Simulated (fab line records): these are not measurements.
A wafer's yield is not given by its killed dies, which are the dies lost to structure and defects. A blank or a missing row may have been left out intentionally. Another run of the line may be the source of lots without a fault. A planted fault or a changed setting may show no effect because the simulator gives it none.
Chamber matching :: flow n5-finfet :: 3 sister chambers for N5_BEOL_M7_ALD_77 on ald-metal-04
The step deposits TaN, target thk 2 nm, pulse time 2 s, purge time 3 s. 3 wafers are shown with their chamber, then 5 later ones without.

== WAFERS WITH THEIR CHAMBER ==
wafer: L082.1
chamber: 1
heater-power-w (W): 425

wafer: L083.2
chamber: 3
heater-power-w (W): 413

wafer: L083.4
chamber: 2
heater-power-w (W): 524

== WAFERS WITHOUT THEIR CHAMBER ==
wafer: L089.1
heater-power-w (W): 532

wafer: L089.6
heater-power-w (W): 533

wafer: L097.3
heater-power-w (W): 535

wafer: L097.4
heater-power-w (W): 432

wafer: L097.5
heater-power-w (W): 423

== THE CHAMBER EACH PASSED THROUGH ==
wafer: L089.1
from the rows above: 2
in truth: 2

wafer: L089.6
from the rows above: 2
in truth: 2

wafer: L097.3
from the rows above: 2
in truth: 2

wafer: L097.4
from the rows above: can't be placed: 1 or 3
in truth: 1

wafer: L097.5
from the rows above: can't be placed: 1 or 3
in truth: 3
Correctly placed: 3 of 5. Cannot be placed on the basis of these rows: 2; the candidates contain the true chamber in 2. Placed wrongly: 0.
How it was worked out, from the rows above alone: a wafer's distance from a chamber is the root of the sum, over the readings, of the square of ((its reading less the chamber's mean) divided by the reading's scatter). If the next closest chamber is less than 2 further off than the closest, the wafer can't be placed; otherwise it belongs to the closest. A chamber's mean is the mean of its shown wafers. The scatter: root of mean squared gap, hidden wafer to nearest shown wafer, with one shown wafer a chamber.
